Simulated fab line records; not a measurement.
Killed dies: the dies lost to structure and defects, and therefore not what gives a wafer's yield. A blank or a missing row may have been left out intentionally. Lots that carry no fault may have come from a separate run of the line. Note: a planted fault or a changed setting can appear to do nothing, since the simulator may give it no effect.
fab line records	flow n5-finfet
record: lots: 4	wafers: 12	last-day: 18
route steps=1938 shown FIN_SAQP@126 FIN_CUT@154 BEOL_M4@1111 PASSIVATION@1936
lots that met no fault: from a run of the same line without faults
start-h: hours from the record's first day to the start of the lot's first wafer shown	wait-h: time in hours since the lot's previous step	" repeats the value in the row above	L1.1+2: a row that stands for several wafers	- no value present, or no start provided	* or withheld: withheld	< > ~ a bound
route shown NAME@n: a module of which the file shows steps, and the number in the route of the first	usual: mean/standard deviation taken from wafers without a fault	same: alike in all rows	chamber/n: place in a boat	sites: the reading at each site	_std_site: their standard deviation	_edge_site: mean of outer sites minus mean of inner sites	radius-mm: how far each site lies from the wafer's centre	mask NAME#n: copy n	behind: the last tool/chamber to shape the wafer	hold: what put the lot on hold/how long, in hours/how the hold closed	device: the n, p or np transistor that did not switch	end of line: tests run on the same wafers once the route is complete	step lacking rows: just its recipe	killed: dies lost to structure and defects at the first sort, not the wafer's yield	map: a wafer's dies, marking killed ones x, the rest . and places with no die _
set.NAME: the setting that was run; set.NAME@STEP: the one run at that earlier step	model.NAME: the simulator's own value behind a step, which no gauge read
certain route steps with their lots: each step a table, each wafer a row
services: when a tool's chamber went out of use (start-h, in hours from the record's first day, below 0 if earlier), for how many hours, and the reason
== steps ==
step: N5_FIN_SAQP_SPACER1_ETCHBACK_25
recipe: chemistry: CHF3/O2	mode: anisotropic-etchback	target: SiO2	target-depth-a: 244	time-s: 12.2	pressure-mtorr: 30	source-w: 650	bias-w: 170	Ar_flow_sccm: 200	CHF3_flow_sccm: 50	O2_flow_sccm: 5	ion-energy-ev: 200
step: N5_FIN_SAQP_MANDREL1_REMOVE_56
recipe: chemistry: HBr/Cl2/O2	bt-time-s: 10	target: a-Si	stop-on: SiNx	endpoint: OES-SiCl	over-etch-frac: 1	icp-w: 600	bias-w: 22	HBr_flow_sccm: 150	Cl2_flow_sccm: 80	O2_flow_sccm: 5	pressure-mtorr: 10
step: N5_FIN_SAQP_ETCH_57
recipe: chemistry: CH3F/O2	target: SiNx	mask-material: SiO2	target-depth-a: 325	time-s: 46.4	pressure-mtorr: 30	source-w: 395	bias-w: 73	Ar_flow_sccm: 150	CH3F_flow_sccm: 30	O2_flow_sccm: 20	ion-energy-ev: 120	ends: cleared
step: N5_FIN_SAQP_ETCH_65
recipe: chemistry: CF4	target: SiO2	target-depth-a: 40	ion-energy-ev: 350	time-s: 4.4	pressure-mtorr: 10	icp-w: 800	bias-w: 400	cf4-flow-sccm: 80
step: N5_FIN_SAQP_MANDREL_ETCH_58
recipe: chemistry: HBr/Cl2	target: a-Si	target-depth-a: 450	bt-time-s: 10	stop-on: SiNx	mask-material: SiO2	over-etch-frac: 0.8	time-s: 27	pressure-mtorr: 10	icp-w: 800	bias-w: 75	HBr_flow_sccm: 150	Cl2_flow_sccm: 80	ends: end-point
step: N5_FIN_SAQP_RECESS_63
recipe: chemistry: HF/NH3	target: SiO2	target-depth-a: 180	afs-cycles: 3	temp-c: 30	sublimation-temp-c: 180	sublimation-time-s: 60
step: N5_FIN_SAQP_COAT_68
recipe: resist: SOC	temp-c: 250	time-s: 60	spin-rpm: 1500	resist-thk-nm: 100
step: N5_FIN_SAQP_ETCH_69
recipe: chemistry: N2/H2	target: SOC	target-depth-a: 1500	stop-on: SiNx	ion-energy-ev: 100	bias-w: 61	pressure-mtorr: 30	source-w: 850	n2-flow-sccm: 200	h2-flow-sccm: 200
step: N5_FIN_SAQP_ETCH_67
recipe: chemistry: CH3F/O2	target: SiNx	target-depth-a: 300	mask-material: SOC	pressure-mtorr: 30	source-w: 395	bias-w: 73	Ar_flow_sccm: 150	CH3F_flow_sccm: 30	O2_flow_sccm: 20	ion-energy-ev: 120
step: N5_FIN_SAQP_STRIP_70
recipe: chemistry: N2/H2	power-w: 500	temp-c: 40	pressure-mtorr: 50	rf-frequency-hz: 6e+07	overash-fraction: 0.3	bias-power-w: 28	h2-frac: 0.5	n2-flow-sccm: 300	h2-flow-sccm: 300
step: N5_FIN_SAQP_RECESS_71
recipe: chemistry: HF/NH3	target: SiO2	target-depth-a: 30	afs-cycles: 1	temp-c: 30	sublimation-temp-c: 180	sublimation-time-s: 60
step: N5_FIN_SAQP_SPACER2_ALD_28
recipe: material: SiO2	target-thk-a: 81	temp-c: 300	ald-precursor-family: BDEAS	ald-co-reactant: O2-plasma	pulse-time-s: 1	purge-time-s: 2	co-reactant-purge-time-s: 2	pressure-torr: 2
usual: heater-power-w: 476/48	precursor-pulse-height-rel: 1.002/0.021
lot.wafer	tool	chamber	start-h	wait-h	heater-power-w	precursor-pulse-height-rel
L764.3	ald-sin-02	1	93.80	1.0	478	1.007
L764.4	"	2	"	"	492	1.020
L764.6	"	1	"	"	479	0.975
L769.1	ald-sin-02	2	121.65	0.1	489	1.027
L769.2	"	0	"	"	403	1.013
L769.5	"	1	"	"	466	1.009
L772.2	ald-sin-02	0	139.42	0.1	410	0.997
L772.3	"	3	"	"	491	1.019
L772.5	"	2	"	"	481	0.981
L776.2	ald-sin-01	3	164.76	0.1	415	1.037
L776.3	"	1	"	"	406	1.003
L776.4	"	3	"	"	407	0.992
step: N5_FIN_SAQP_SPACER2_ETCHBACK_29
recipe: chemistry: CHF3/O2	mode: anisotropic-etchback	target: SiO2	target-depth-a: 122	time-s: 6.1	pressure-mtorr: 30	source-w: 650	bias-w: 170	Ar_flow_sccm: 200	CHF3_flow_sccm: 50	O2_flow_sccm: 5	ion-energy-ev: 200
step: N5_FIN_SAQP_MANDREL2_REMOVE_60
recipe: chemistry: HBr/Cl2/O2	bt-time-s: 10	target: a-Si	stop-on: SiNx	endpoint: OES-SiCl	over-etch-frac: 1	icp-w: 600	bias-w: 22	HBr_flow_sccm: 150	Cl2_flow_sccm: 80	O2_flow_sccm: 5	pressure-mtorr: 10
step: N5_FIN_SAQP_HM_OPEN_33
recipe: chemistry: CH3F/O2	target: SiNx	mask-material: SiO2	target-depth-a: 494	time-s: 70.6	pressure-mtorr: 30	source-w: 395	bias-w: 73	Ar_flow_sccm: 150	CH3F_flow_sccm: 30	O2_flow_sccm: 20	ion-energy-ev: 120	ends: cleared
step: N5_FIN_SAQP_ETCH_34
recipe: chemistry: C4F6/O2	target: SiO2	target-depth-a: 450	time-s: 15	ion-energy-ev: 250	pressure-mtorr: 30	source-w: 345	bias-w: 185	Ar_flow_sccm: 300	C4F6_flow_sccm: 10	O2_flow_sccm: 10	ends: cleared
step: N5_FIN_SAQP_STRIP_77
recipe: chemistry: N2/H2	time-s: 90	power-w: 100	temp-c: 40	pressure-mtorr: 100	rf-frequency-hz: 6e+07	bias-power-w: 3	n2-flow-sccm: 300	h2-flow-sccm: 300
step: N5_FIN_SAQP_ETCH_64
recipe: chemistry: CF4	target: SiO2	target-depth-a: 15	ion-energy-ev: 350	pressure-mtorr: 10	icp-w: 800	bias-w: 400	cf4-flow-sccm: 80
step: N5_FIN_SAQP_FIN_ETCH_36
recipe: chemistry: HBr/Cl2/O2	target-depth-a: 1200	mask-material: SiNx	time-s: 50.4	bias-w: 102	pressure-mtorr: 10	icp-w: 800	HBr_flow_sccm: 150	Cl2_flow_sccm: 80	O2_flow_sccm: 12
step: N5_FIN_SAQP_PRECLEAN_38
recipe: chemistry: O3/DIW	time-s: 45	temp-c: 22	o3-ppm: 10
step: N5_FIN_SAQP_PRECLEAN_45
recipe: chemistry: dHF	time-s: 10	dilution: 500:1	temp-c: 25
step: N5_FIN_SAQP_SRD_39
recipe: dry: ipa-marangoni	time-s: 30	temp-c: 23	rinse-liquid: diw
step: N5_FIN_SAQP_INSPECT_40
recipe: inspect-instrument: brightfield	mode: aei
usual: raw-defect-count: 237/71
lot.wafer	tool	chamber	start-h	wait-h	raw-defect-count
L764.3	defect-inspect-02	-	94.91	0.0	200
L764.4	"	-	"	"	166
L764.6	"	-	"	"	181
L769.1	defect-inspect-01	-	122.76	0.0	1329
L769.2	"	-	"	"	1315
L769.5	"	-	"	"	1337
L772.2	defect-inspect-01	-	140.52	0.0	1353
L772.3	"	-	"	"	1357
L772.5	"	-	"	"	1392
L776.2	defect-inspect-02	-	165.98	0.0	291
L776.3	"	-	"	"	252
L776.4	"	-	"	"	337
step: N5_FIN_CUT_COAT_18
recipe: resist: SOC	temp-c: 250	time-s: 60	spin-rpm: 1500	resist-thk-nm: 230
step: N5_FIN_CUT_COAT_19
recipe: resist: SiARC	temp-c: 220	time-s: 60	spin-rpm: 1500	resist-thk-nm: 20
step: N5_FIN_CUT_COAT_29
recipe: resist: underlayer	temp-c: 205	time-s: 60	spin-rpm: 1500	resist-thk-nm: 10
step: N5_FIN_CUT_COAT_02
recipe: resist: CAR-EUV	spin-rpm: 1500	resist-thk-nm: 30
step: N5_FIN_CUT_EBR_04
recipe: solvent: PGMEA	ebr-width-mm: 1.5
step: N5_FIN_CUT_SOFTBAKE_03
recipe: temp-c: 110	time-s: 60	resist: CAR-EUV
step: N5_FIN_CUT_EXPOSE_05
recipe: mask-id: FIN_CUT	na: 0.33	source-shape: annular	sigma-inner: 0.35	sigma-outer: 0.8	polarization: unpolarized	dose-mj: 45.75
step: N5_FIN_CUT_PEB_06
recipe: peb-temp-c: 100	peb-time-s: 60	resist: CAR-EUV
step: N5_FIN_CUT_DEVELOP_07
recipe: develop-time-s: 30	developer: TMAH	resist: CAR-EUV	rinse-liquid: surfactant-rinse	dry: air-spin	dev-temp-c: 23
step: N5_FIN_CUT_INSPECT_10
recipe: mode: adi	inspect-instrument: brightfield
usual: raw-defect-count: 43/11
lot.wafer	tool	chamber	start-h	wait-h	raw-defect-count
L764.3	defect-inspect-02	-	95.43	0.0	61
L764.4	"	-	"	"	34
L764.6	"	-	"	"	45
L769.1	defect-inspect-02	-	123.15	0.1	1183
L769.2	"	-	"	"	1206
L769.5	"	-	"	"	1173
L772.2	defect-inspect-02	-	140.91	0.0	1207
L772.3	"	-	"	"	1201
L772.5	"	-	"	"	1206
L776.2	defect-inspect-02	-	166.49	0.0	39
L776.3	"	-	"	"	37
L776.4	"	-	"	"	60
step: N5_FIN_CUT_DESCUM_13
recipe: chemistry: O2	time-s: 7	source-power-w: 50	bias-power-w: 20	pressure-mtorr: 20	rf-frequency-hz: 2.712e+07	temp-c: 40	resist: CAR-EUV	o2-flow-sccm: 225
step: N5_FIN_CUT_ETCH_30
recipe: chemistry: N2/H2	target: underlayer	target-depth-a: 130	mask-material: CAR-EUV	time-s: 10.4	ion-energy-ev: 200	pressure-mtorr: 30	source-w: 840	bias-w: 150	n2-flow-sccm: 200	h2-flow-sccm: 200	ends: cleared
step: N5_FIN_CUT_INSPECT_17
recipe: inspect-instrument: brightfield	mode: aei
usual: raw-defect-count: 241/70
lot.wafer	tool	chamber	start-h	wait-h	raw-defect-count
L764.3	defect-inspect-02	-	96.43	0.0	213
L764.4	"	-	"	"	175
L764.6	"	-	"	"	189
L769.1	defect-inspect-01	-	124.10	0.0	1333
L769.2	"	-	"	"	1316
L769.5	"	-	"	"	1339
L772.2	defect-inspect-01	-	142.03	0.0	1353
L772.3	"	-	"	"	1364
L772.5	"	-	"	"	1420
L776.2	defect-inspect-01	-	167.44	0.0	290
L776.3	"	-	"	"	254
L776.4	"	-	"	"	338
step: N5_BEOL_M4_RC_MEAS_101
usual: DIBL_N: 36.0/2.5	DIBL_P: 36.7/3	IOFF_N: 0.16/0.043	IOFF_P: 0.21/0.049	ION_N: 673/15	ION_P: 461/9.8	SS_N: 71.5/0.83	SS_P: 73.4/0.83	VT_N: 250/4	VT_P: -251/4
lot.wafer	tool	chamber	start-h	wait-h	DIBL_N[mV/V]	DIBL_P[mV/V]	IOFF_N[nA/um]	IOFF_P[nA/um]	ION_N[uA/um]	ION_P[uA/um]	SS_N[mV/dec]	SS_P[mV/dec]	VT_N[mV]	VT_P[mV]
L764.3	prober-02	0	242.34	0.3	36.3	36.6	0.18	0.21	697	467	71.0	73.8	249	-252
L764.4	"	0	"	"	39.4	39.3	0.20	0.24	678	457	72.8	74.5	248	-252
L764.6	"	0	"	"	39.2	40.1	0.22	0.27	691	482	72.9	74.1	247	-249
L769.1	prober-01	0	269.88	0.0	35.1	36.4	0.14	0.18	666	458	71.5	73.6	252	-252
L769.2	"	0	"	"	33.6	34.6	0.12	0.17	653	452	71.8	72.7	254	-254
L769.5	"	0	"	"	38.4	38.7	0.19	0.22	679	461	72.4	74.0	246	-251
L772.2	prober-02	0	288.42	0.2	33.4	34.1	0.10	0.14	640	445	70.4	73.1	257	-256
L772.3	"	0	"	"	40.5	42.6	0.25	0.28	683	463	72.7	75.8	248	-250
L772.5	"	0	"	"	37.1	39.3	0.18	0.23	681	462	72.0	74.0	248	-252
L776.2	prober-01	0	325.48	0.2	35.5	36.3	0.13	0.16	666	456	71.7	72.6	255	-257
L776.3	"	0	"	"	36.5	37.3	0.14	0.17	651	443	71.4	73.3	255	-254
L776.4	"	0	"	"	30.5	30.2	0.08	0.10	635	435	69.7	71.2	258	-264
step: N5_PASSIVATION_PROBE_49
usual: defect-limited-yield: 91.1/1.5	killed_at_M0_to_M3: 37/11	killed_at_M4_up: 13/5.6	killed-at-contacts: 12/5.6	killed-at-front-end: 39/11	killed-at-other: 4/3.1	killed-dies: 105/18	killed-on-rim: 14/3.8	killed-open: 69/13	killed-short: 35/7.4	sort_bin_5_function: 5.1/0.92	sort_bin_6_memory: 3.4/0.76	sort_bin_8_speed: 0.02/0.11	sort-n-pass: 1075/18	sort-yield-pct: 91.1/1.5
same: gross-dies: 1180	killed-at-back-side: 0	sort_bin_4_leakage[%]: 0
lot.wafer	tool	chamber	start-h	wait-h	defect-limited-yield[%]	killed_at_M0_to_M3	killed_at_M4_up	killed-at-contacts	killed-at-front-end	killed-at-other	killed-dies	killed-on-rim	killed-open	killed-short	sort_bin_5_function[%]	sort_bin_6_memory[%]	sort_bin_8_speed[%]	sort-n-pass	sort-yield-pct[%]
L769.1	prober-02	-	390.19	0.0	84.2	27	5	13	139	3	187	29	52	27	9.2	2.6	0	993	84.2
L769.2	prober-02	-	390.24	0.1	84.6	33	22	5	120	2	182	27	54	28	9.4	3.1	0	998	84.6
L769.5	prober-02	-	390.39	0.2	86.9	39	9	15	91	1	155	28	70	35	7.8	3.0	0	1025	86.9
L772.2	prober-02	-	391.87	0.1	82.6	40	17	21	126	1	205	30	67	39	10.1	4.2	0	975	82.6
L772.3	prober-02	-	391.92	0.1	83.6	25	7	11	147	3	193	33	65	25	8.6	4.3	0	987	83.6
L772.5	prober-02	-	392.02	0.2	81.4	46	15	3	153	3	220	32	74	35	10.5	4.7	0	960	81.4
killed by level:class
L769.1 FIN_SAQP:unspecified=103 MOL_CONTACT_COAG:geometric-particle:open=9 STI_FIN_REVEAL:geometric-particle:open=8 FIN_SAQP:geometric-particle:open=7 BEOL_M0_SAQP:geometric-particle:open=6 FIN_SAQP:geometric-particle:short=5 BEOL_M0_SAQP:geometric-particle:short=5 BEOL_M2:geometric-particle:open=5
L769.2 FIN_SAQP:unspecified=97 BEOL_M0_SAQP:geometric-particle:short=9 BEOL_M4:geometric-particle:open=8 BEOL_M0_SAQP:geometric-particle:open=6 BEOL_M3:geometric-particle:open=6 BEOL_M5:geometric-particle:open=5 STARTING-WAFER:geometric-particle:open=5 BEOL_M0:geometric-particle:short=4
L769.5 FIN_SAQP:unspecified=47 BEOL_M2:geometric-particle:open=12 MOL_CONTACT_COAG:geometric-particle:open=11 STI_FIN_REVEAL:geometric-particle:open=9 BEOL_M3:geometric-particle:open=8 FIN_SAQP:geometric-particle:open=6 FIN_SAQP:geometric-particle:short=6 BEOL_M0_SAQP:geometric-particle:short=5
L772.2 FIN_SAQP:unspecified=98 MOL_CONTACT_COAG:geometric-particle:open=21 GATE_CUT:geometric-particle:short=7 BEOL_M0_SAQP:geometric-particle:short=7 BEOL_M2:geometric-particle:short=6 BEOL_M2:geometric-particle:open=6 BEOL_M3:geometric-particle:open=6 BEOL_M4:geometric-particle:open=6
L772.3 FIN_SAQP:unspecified=102 FIN_SAQP:geometric-particle:open=12 BEOL_M3:geometric-particle:open=12 MOL_CONTACT_COAG:geometric-particle:open=9 STI_FIN_REVEAL:geometric-particle:open=7 DUMMY_GATE:geometric-particle:open=5 GATE_CUT:geometric-particle:open=5 BEOL_M1:geometric-particle:open=4
L772.5 FIN_SAQP:unspecified=111 BEOL_M2:geometric-particle:open=12 FIN_SAQP:geometric-particle:open=10 BEOL_M4:geometric-particle:open=9 STI_FIN_REVEAL:geometric-particle:open=7 BEOL_M0_SAQP:geometric-particle:open=7 BEOL_M1:geometric-particle:open=6 DUMMY_GATE:geometric-particle:open=5
map L769.1 (x killed, . not)
_________________xxxxxx......________________
______________xxxxxxxx..x......._____________
___________xxxxxxxxxxxx....x.......__________
__________xxxxxxxxxxxx.xx........x.._________
________xxxxxxxxxxxxxxx.......x.x...x._______
_______.xxxxxxxxxxxxxx.x..x..x.x.......______
______..xxxxxxxxxxxxxx..x..xx.x........._____
_____.....xxxxxxxxxx.xx.........x........____
____.......xxxxxxxxx...........x..........___
___..........xxxxx........x.......x........__
___...........x.............x.......x......__
__........x..............x.................._
__x.........x......x......x................._
_......x.....................................
_.......x...........x........................
_..............x.........................x...
_.....xx.............x.......................
_...xx...x...........................x.......
_........x.....x...x.........................
_...........x................................
_...x...............................x........
__x..........x...x......x....x....x.....x..._
__............................x............._
___..................x.x.x....x.........x..__
___...............x........................__
____...x..........x....................x..___
_____....................................____
______......x........x.............x...._____
_______.......x.....x..........x...x...______
________......x................x......_______
__________.................x......xx_________
___________......................x.__________
______________................x._____________
_________________xx..........________________
map L772.5 (x killed, . not)
_________________xxxxx.x...x.________________
______________xxxxxxxxxxx......._____________
___________xxxxxxxxxxxx.......x.x..__________
__________xxxxxxxxxxxxx......x......_________
________xxxxxxxxxxxxxx.....x.........._______
_______.xxxxxxxxxxxxxxxx...............______
______x..xxxxxxxxxxxxx..xxx..xx........._____
_____....xxxxxxxxxxxxx....xx.......x.....____
____.......xxxxxxx.xx.xx.x.....x..........___
___.......xxxxxxx..........................__
___.........................x.....x........__
__................x..x..x...x.......x......._
__x..........xx.........x............x.....x_
_.....x........x......x............x.........
_.................x....................x.....
_.x.........x........x......x.....x..........
_..............x........x.........x.x........
_.........................x....x.............
_..x......xxx............x..x.......x........
_...........x............x.....x.............
_..x.........................................
__...........x..x..x........x.xxx..........._
__...........x..x..x.....................x.._
___.......x.............xx.x...............__
___...x......x...x...x..x......x....x......__
____.......x.....x............xx..........___
_____.........x...................x......____
______..x.........x............x......x._____
_______xx........x....x..x.............______
________x...........x...x........x...._______
__________...................x.....x_________
___________.............x......x...__________
______________.........x........_____________
_________________..........x.________________
== services ==
tool	chamber	start-h	hours	kind
ald-sin-01	-	85.25	14.0	pm
ald-sin-01	0	85.25	14.0	vent-cycle
ald-sin-01	1	85.25	14.0	vent-cycle
ald-sin-01	2	85.25	19.8	vent-cycle
ald-sin-01	3	85.25	14.0	vent-cycle
ald-sin-01	0	99.25	-	clean
ald-sin-01	1	99.25	-	clean
ald-sin-01	3	99.25	-	clean
ald-sin-01	-	145.61	14.6	pm
ald-sin-02	2	161.86	7.6	repair
ald-sin-01	0	163.64	3.5	repair
== key ==
first-sign: step: N5_FIN_SAQP_INSPECT_40	reading: raw-defect-count	direction: up	sigmas: 16	usual: 237	struck: 1347
effect: step: N5_FIN_CUT_INSPECT_10	reading: raw-defect-count	direction: up	sigmas: 99+	usual: 43	struck: 1196
effect: step: N5_FIN_CUT_INSPECT_17	reading: raw-defect-count	direction: up	sigmas: 16	usual: 241	struck: 1354
effect: step: N5_PASSIVATION_PROBE_49	reading: killed-at-front-end	direction: up	sigmas: 8.2	usual: 39	struck: 129
more-kills-born-at: N5_FIN_SAQP_SPACER2_ALD_28@ald-sin-02: 558
met-at N5_FIN_SAQP_SPACER2_ALD_28
struck-wafers L769.1,L769.2,L769.5,L772.2,L772.3,L772.5
onset-between 93.80 121.65
fault: kind: chamber-particle-source	tool: ald-sin-02	chamber: -	onset-h: 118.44	steps: N5_FIN_SAQP_SPACER2_ALD_28	rate-per-visit-cm2: 1.7906	end-h: 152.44
